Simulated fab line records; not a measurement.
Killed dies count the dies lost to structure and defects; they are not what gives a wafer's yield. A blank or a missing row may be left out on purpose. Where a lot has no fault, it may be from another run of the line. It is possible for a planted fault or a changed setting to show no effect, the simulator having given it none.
Which tool did it?	flow nand-harc	Sampling: 11 lots, 33 wafers, 5 of 1302 route steps

== WHAT THE GAUGES SHOWED, per wafer ==
NHARC_A_M0_OVL_MEAS_10: pitch 160 nm. Usual: overlay-x-nm 0.1 nm, standard deviation 0.82; overlay-y-nm 0.0 nm, standard deviation 0.74.
lot	measured	on	overlay-x-nm (nm)	overlay-y-nm (nm)	flag
L188	day 22 22:53	overlay-02	0.6 0.6 1.1	0.5 0.7 0.7	
L189	day 23 01:56	overlay-02	1.0 0.6 1.4	-0.7 -0.1 -0.6	
L190	day 23 23:06	overlay-02	0.0 0.5 0.4	1.9 1.8 1.7	
L194	day 24 09:23	overlay-01	1.0 0.8 0.4	-0.3 -0.4 0.6	
L199	day 27 17:55	overlay-01	1.7 2.3 2.4	-0.2 0.3 0.3	
L200	day 27 18:58	overlay-02	-0.4 0.1 0.2	-0.6 -0.8 -1.2	
L201	day 29 01:57	overlay-02	-0.2 -0.2 -0.7	-0.3 -0.6 -0.4	
L208	day 31 12:04	overlay-01	-1.5 -1.5 -2.1	0.6 1.0 0.9	
L209	day 31 21:07	overlay-02	-0.6 -0.2 -0.1	0.8 0.5 0.8	
L211	day 32 09:41	overlay-02	-0.7 -1.2 -0.7	0.9 0.6 1.1	
L210	day 33 04:26	overlay-01	0.7 -0.3 -0.4	-0.3 -0.4 -0.8	

NHARC_END_SORT_01. Usual: defect-limited-yield 91.8 %, standard deviation 2.8; killed-at-array 51, standard deviation 18; killed-at-other 1.0, standard deviation 1.2; killed-at-periphery 3.7, standard deviation 2.9; killed-dies 55, standard deviation 19; killed-open 3.5, standard deviation 1.9; killed-short 2.6, standard deviation 1.6; sort_bin_2_pct 2.9 %, standard deviation 1.3; sort_bin_3_pct 0.6 %, standard deviation 0.38; sort_bin_4_pct 4.6 %, standard deviation 1.5; sort-n-pass 622, standard deviation 19; sort-rim-yield-pct 94 %, standard deviation 3.2; sort-yield-pct 91.8 %, standard deviation 2.8.
lot	measured	on	defect-limited-yield (%)	killed-at-array	killed-at-other	killed-at-periphery	killed-dies	killed-open	killed-short	sort_bin_2_pct (%)	sort_bin_3_pct (%)	sort_bin_4_pct (%)	sort-n-pass	sort-rim-yield-pct (%)	sort-yield-pct (%)	flag
L201	day 30 21:21	prober-01	89.2 91.9 88.9	65 45 62	3 2 0	5 8 13	73 55 75	4 2 5	4 0 4	3.4 2.5 3.1	0.7 0.4 0.7	6.6 5.2 7.2	604 622 602	92 96 94	89.2 91.9 88.9	

== WHICH TOOL RAN EACH LOT (tool, then ch and the chambers of the sampled wafers, then the start) ==
lot	NHARC_A_BLC_ETCH_17	NHARC_A_M0_SOFTBAKE_04	NHARC_A_M0_DESCUM_14
L188	rie-diel-04 ch 0,1, day 22 22:00 or earlier	litho-track-04 ch 0, day 22 22:00	rie-diel-05 ch 0,1, day 22 22:59
L189	rie-diel-04 ch 0,1, day 23 01:00 or earlier	litho-track-01 ch 0, day 23 01:00	rie-diel-05 ch 1,2,3, day 23 02:02
L190	rie-diel-07 ch 1,2,3, day 23 22:00 or earlier	litho-track-06 ch 0, day 23 22:00	rie-diel-01 ch 1,2,3, day 23 23:13
L194	rie-diel-04 ch 0,1, day 24 08:00 or earlier	litho-track-01 ch 0, day 24 08:00	rie-diel-08 ch 0,1, day 24 09:29
L199	rie-diel-07 ch 1,2,3, day 27 17:00 or earlier	litho-track-01 ch 0, day 27 17:00	rie-diel-08 ch 0,1,3, day 27 18:01
L200	rie-diel-06 ch 0,1,3, day 27 18:00 or earlier	litho-track-01 ch 0, day 27 18:00	rie-diel-01 ch 0,1,3, day 27 19:05
L201	rie-diel-04 ch 1,3, day 29 01:00 or earlier	litho-track-01 ch 0, day 29 01:00	rie-diel-08 ch 1,2, day 29 02:02
L208	rie-diel-04 ch 0,1,3, day 31 11:00 or earlier	litho-track-01 ch 0, day 31 11:00	rie-diel-05 ch 0,3, day 31 12:11
L209	rie-diel-06 ch 0,2,3, day 31 20:00 or earlier	litho-track-01 ch 0, day 31 20:00	rie-diel-05 ch 0,1,2, day 31 21:13
L211	rie-diel-07 ch 0,2,3, day 32 09:00 or earlier	litho-track-04 ch 0, day 32 09:00	rie-diel-08 ch 0,2,3, day 32 09:47
L210	rie-diel-07 ch 0,2, day 33 03:00 or earlier	litho-track-04 ch 0, day 33 03:00	rie-diel-05 ch 2,3, day 33 04:31
- NHARC_A_BLC_ETCH_17: etches the open film in N2/H2, target depth 390 nm, time 609.38 s.
- NHARC_A_M0_SOFTBAKE_04: time 55 s.
- NHARC_A_M0_DESCUM_14: chemistry O2, time 3 s.

== AS READ BY THE TOOLS THEMSELVES (means over the sampled wafers that have a number; for cases with no such wafer, the mark the record gives instead) ==
NHARC_A_BLC_ETCH_17. Usual: drypump-motor-current-A 5.9 A, standard deviation 0.36; oes-product-au 1.000 a.u., standard deviation 0.012; rf-vpp-V 428.9 V, standard deviation 2.5; showerhead-plenum-p-Torr 1.99 Torr, standard deviation 0.088; throttle-valve-pct 14.171 %, standard deviation 0.0084.
lot	tool	drypump-motor-current-A (A)	oes-product-au (a.u.)	rf-vpp-V (V)	showerhead-plenum-p-Torr (Torr)	throttle-valve-pct (%)	flag
L188	rie-diel-04	5.8	0.993	427.9	1.94	14.174	
L189	rie-diel-04	5.8	0.987	428.3	1.94	14.179	
L190	rie-diel-07	6.1	1.003	427.7	1.96	14.168	
L194	rie-diel-04	5.7	0.999	429.4	1.99	14.169	
L199	rie-diel-07	6.1	1.009	427.6	1.96	14.171	
L200	rie-diel-06	6.0	1.002	430.4	2.02	14.176	
L201	rie-diel-04	6.1	1.002	428.0	1.95	14.163	
L208	rie-diel-04	5.9	0.994	427.7	1.95	14.174	
L209	rie-diel-06	5.8	0.996	431.2	2.05	14.170	
L211	rie-diel-07	5.9	1.003	430.1	2.03	14.178	
L210	rie-diel-07	5.9	1.008	432.6	2.12	14.171	

NHARC_A_M0_SOFTBAKE_04. Usual: heater-power-total-W 188.46 W, standard deviation 0.14; plate-temp-C 104.99 C, standard deviation 0.13.
lot	tool	heater-power-total-W (W)	plate-temp-C (C)	flag
L188	litho-track-04	188.49	104.84	
L189	litho-track-01	188.55	105.06	
L190	litho-track-06	188.53	105.08	
L194	litho-track-01	188.45	105.07	
L199	litho-track-01	188.41	104.99	
L200	litho-track-01	188.43	104.99	
L201	litho-track-01	188.34	104.90	
L208	litho-track-01	164.79	105.02	OFF
L209	litho-track-01	164.82	104.96	OFF
L211	litho-track-04	188.52	104.88	
L210	litho-track-04	188.46	104.96	

NHARC_A_M0_DESCUM_14. Usual: drypump-motor-current-A 5.6 A, standard deviation 0.51; oes-product-au 0.999 a.u., standard deviation 0.011; rf-vpp-V 57.9 V, standard deviation 0.88; showerhead-plenum-p-Torr 1.93 Torr, standard deviation 0.079; throttle-valve-pct 11.311 %, standard deviation 0.0095.
lot	tool	drypump-motor-current-A (A)	oes-product-au (a.u.)	rf-vpp-V (V)	showerhead-plenum-p-Torr (Torr)	throttle-valve-pct (%)	flag
L188	rie-diel-05	5.3	0.985	57.3	1.92	11.305	
L189	rie-diel-05	5.6	1.002	57.4	1.91	11.318	
L190	rie-diel-01	5.9	0.986	57.9	1.94	11.312	
L194	rie-diel-08	5.7	0.991	57.5	1.87	11.301	
L199	rie-diel-08	5.3	1.001	58.2	1.89	11.318	
L200	rie-diel-01	6.2	1.004	58.1	2.00	11.312	
L201	rie-diel-08	6.2	0.998	58.3	1.97	11.317	
L208	rie-diel-05	5.4	1.014	57.9	1.94	11.295	
L209	rie-diel-05	5.3	0.994	57.9	1.93	11.314	
L211	rie-diel-08	5.5	0.999	58.2	1.93	11.310	
L210	rie-diel-05	5.7	1.002	57.3	1.93	11.311	

== THE ANSWER, worked out from the rows above alone ==
Rule: take the mean of a lot's wafers that have a number; if it is more than 3 standard deviations from the usual mean, the lot is off. Also off: a lot with no number at a reading for which 4 or more lots have one. The other lots that the step has rows for count as sound. First the gauges in route order, then the tools' own readings, where a lot's mean is used as printed above. At the first step where some lot is off, the reading lying furthest off is the one used; lots without a number count as furthest.
Off, at NHARC_A_M0_SOFTBAKE_04 on heater-power-total-W: L208, L209.
A tool fits if, at that step or a process step before it, it ran every lot that is off, and no sound lot after the first of them. With no start given for some of its lots, NHARC_A_BLC_ETCH_17 uses the hours and lot order of NHARC_A_M0_SOFTBAKE_04. One fits: litho-track-01 at NHARC_A_M0_SOFTBAKE_04. Its last sound lot is L201 (day 29 01:00), its first lot that is off L208 (day 31 11:00): a fault that began between those two fits.
The tool's own readings at NHARC_A_M0_SOFTBAKE_04 bear it out: on the lots that are off they differ by more than 5 times the standard deviation of the sound lots' means. heater-power-total-W reads 164.81 W there against 188.46 W on the sound lots.

== WHAT THE SIMULATOR HAD INSERTED ==
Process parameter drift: litho-track-01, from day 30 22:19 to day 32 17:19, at NHARC_A_M0_SOFTBAKE_04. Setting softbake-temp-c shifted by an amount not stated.
Shown lots that were struck: L208, L209. The rule above reached the same finding.
